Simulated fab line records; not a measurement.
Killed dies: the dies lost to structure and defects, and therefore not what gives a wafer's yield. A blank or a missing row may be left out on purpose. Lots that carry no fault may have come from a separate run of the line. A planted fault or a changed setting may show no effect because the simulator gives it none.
8D (eight disciplines) problem report, filled in by code ; flow nandHarc ; the parts of the form that need people (team, actions taken, sign-off) are left out

1. THE PROBLEM
killedDies at NHARC_END_SORT_01 reads a mean of 152 on 6 wafers of 2 lots; wafers without a fault read 61 with a standard deviation of 16. That is +5.7 standard deviations from the usual mean.
Earliest sighting: wafer L496.2 on prober-01 at day 32 20:02. Wafers with a number at this step in the record: 6, from 2 lots. The rule behind "out" and "out of limits": a value lying over 4 standard deviations away from the usual mean. All remaining wafers that have a number are taken as sound.

2. WHAT IT IS; WHAT IT IS NOT
question;is;is not
which readings at this step;killedDies, killedAtArray;killedAtOther, killedAtPeriphery, killedShort
which lots;L496, L498;-
which wafers of those lots;all that have a number;-
read on which gauges;prober-01;-
when;from day 32 20:02;up to then (0 sound wafers)

3. WHAT RULES OUT EACH SUSPECT
Counting: a tool at a process step up to the reading stays a suspect if it ran every lot that is out and no sound lot after the first of them.
- the gauge at NHARC_END_SORT_01: kept. All the wafers that are out were read on prober-01, and no step on other tools shows them out.
- rieSi-03 at NHARC_A_CHANNEL_FILL_D1_ETCHBACK_19 (etches the open film in HBr/Cl2, target depth 5 nm, time 1.7 s): kept. It ran every lot that is out, first L496 (day 18 04:38), and no sound lot after that.
Left after counting: rieSi-03 at NHARC_A_CHANNEL_FILL_D1_ETCHBACK_19, prober-01 at NHARC_END_SORT_01.

4. THE CAUSE (what the simulator had put in)
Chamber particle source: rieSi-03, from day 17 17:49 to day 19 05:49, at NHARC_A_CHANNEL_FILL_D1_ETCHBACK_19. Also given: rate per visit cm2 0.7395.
Of the 2 suspects that counting leaves, this tool is one.

5. THE EFFECT CHAIN, in route order
Each row: a reading whose mean over the struck wafers that have a number lies more than 3 standard deviations from the usual. Scope: only readings with a usual standard deviation given in the record; hours: median across lots of the time from each lot's start at the first step in this table that gives one to its start at this step; sigmas: change in usual standard deviations.
hours;step;reading;usual;on struck wafers;change;sigmas
0;NHARC_END_SORT_01;killedAtArray;56;145;+89;+5.2
0;NHARC_END_SORT_01;killedDies;61;152;+91;+5.7

6. HOW IT WOULD HAVE BEEN CAUGHT EARLIER
In this record the first reading out of limits at a measuring or inspecting step was taken at day 32 20:02, 362 hours after the fault began at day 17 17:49.
Tool readings at NHARC_A_CHANNEL_FILL_D1_ETCHBACK_19 with a usual standard deviation given in the record: none out on any struck wafer, hence no alarm at a limit of 4 standard deviations on them.
All the lots that are out (2) had begun NHARC_A_CHANNEL_FILL_D1_ETCHBACK_19 on rieSi-03 by day 32 20:02. A hold on the tool at that time would have spared none of them.
